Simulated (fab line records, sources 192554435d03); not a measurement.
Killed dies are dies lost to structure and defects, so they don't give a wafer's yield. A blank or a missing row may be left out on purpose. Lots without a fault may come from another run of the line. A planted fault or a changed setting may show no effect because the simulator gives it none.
A struck lot beside a sound one | flow n5_finfet | 15 steps out of a route of 1938
Sound: wafers L527.1, L527.2, L527.5. Struck: wafer L535.4. (L535.1 of the same lot was not struck and is left out.) The cause comes at the end.
At each step with rows: each side's tool, then ch and its chambers, then its first start. Under that, the readings that differ: sound wafers | struck wafers | difference of the means | sigmas: that difference in standard deviations of wafers without a fault.
alike: readings whose means differ by less than 2 such deviations, and words and numbers that are the same on both sides. not compared: withheld readings, readings that some wafer has no value for, bounds like >300 that may hide the same value, and numbers for which the record gives no deviation and whose values overlap.
The two part at a step that has a row with sigmas, a row that says differs or no value, or rows on one side only. Numbers that don't overlap but have no deviation are shown without sigmas and don't part them. A reading that every wafer of one side lacks parts them only if that side has two wafers or more.

first, 2 steps without rows for these wafers: N5_BEOL_M3_DESCUM_33 (chemistry O2, time 7 s); N5_BEOL_M3_ETCH_77 (etches underlayer in N2/H2, target depth 6.5 nm, time 5.2 s).
N5_BEOL_M3_ETCH_69: etches SiARC in CF4, target depth 15.6 nm, time 26 s.
  sound on rie_diel-06 ch 1,2, day 8 19:17; struck on rie_diel-03 ch 3, day 10 12:24
  alike: drypump_motor_current_A, etch_rf_on_time_s, oes_product_au, rf_fwd_power_W, rf_vpp_V, showerhead_plenum_p_Torr, throttle_valve_pct
  not compared: rf_hours_counter_h
N5_BEOL_M3_ALD_98: deposits SiO2, target thk 2.5 nm, pulse time 1 s, co reactant pulse time 1 s.
  sound on ald_sin-02 ch 0,2,3, day 8 19:40; struck on ald_sin-02 ch 3, day 10 12:46
  alike: heater_power_outer_w, heater_power_w, precursor_pulse_height_rel, susceptor_temp_C
N5_BEOL_M3_ETCHBACK_99: etches SiO2 in CHF3, target depth 5 nm, time 10.4 s.
  sound on rie_diel-06 ch 1,2,3, day 8 19:58; struck on rie_diel-06 ch 0, day 10 18:49
  alike: drypump_motor_current_A, oes_product_au, rf_fwd_power_W, rf_vpp_V, showerhead_plenum_p_Torr, throttle_valve_pct
  not compared: rf_hours_counter_h
then, 5 steps without rows for these wafers: N5_BEOL_M3_ETCH_70 (etches SOC in N2/H2, target depth 80 nm, overetch 16 nm, time 120 s); N5_BEOL_M3_STRIP_71 (strips in N2/H2); N5_BEOL_M3_STRIP_78 (strips in N2/H2); N5_BEOL_M3_VIA_ETCH_34 (etches the open film in C4F6/O2, target depth 69.4 nm, time 65.9 s); N5_BEOL_M3_STRIP_83 (strips in C4F6/O2).
N5_BEOL_M3_STRIP_36: strips in N2/H2.
  sound on rie_diel-06 ch 1,2,3, day 8 20:10; struck on rie_diel-06 ch 0, day 10 19:00
  alike: drypump_motor_current_A, oes_product_au, rf_vpp_V, showerhead_plenum_p_Torr, throttle_valve_pct
  not compared: rf_hours_counter_h
then, 1 step without rows for these wafers: N5_BEOL_M3_TRENCH_ETCH_37 (etches SiOC in C4F6/O2, target depth 55.555 nm, time 29.2 s).
N5_BEOL_M3_ETCH_41: etches SiCN in CH3F/O2, target depth 29.9 nm, time 52.5 s.
  sound on rie_diel-06 ch 1,2,3, day 8 20:14; struck on rie_diel-06 ch 0, day 10 19:04
  reading                  | sound             | struck | difference | sigmas
  model.etch.depth_nm (nm) | 20.01 20.56 18.93 | 29.03  | +9.20      |
  alike: drypump_motor_current_A, oes_product_au, rf_fwd_power_W, rf_vpp_V, showerhead_plenum_p_Torr, throttle_valve_pct
  not compared: rf_hours_counter_h
N5_BEOL_M3_STRIP_97: strips in N2/H2, time 10 s.
  sound on rie_diel-06 ch 1,2,3; struck on rie_diel-06 ch 0
  alike: drypump_motor_current_A, oes_product_au, rf_vpp_V, showerhead_plenum_p_Torr, throttle_valve_pct
  not compared: rf_hours_counter_h
N5_BEOL_M4_RC_MEAS_101:
  sound on prober-02 ch 0, day 9 14:24; struck on prober-02 ch 0, day 11 12:16
  alike: DIBL_N, DIBL_P, IOFF_N, IOFF_P, ION_N, ION_P, SS_N, SS_P, VT_N, VT_P

WHERE THEY PART
Nowhere in this record.

WHY: what the simulator had put in
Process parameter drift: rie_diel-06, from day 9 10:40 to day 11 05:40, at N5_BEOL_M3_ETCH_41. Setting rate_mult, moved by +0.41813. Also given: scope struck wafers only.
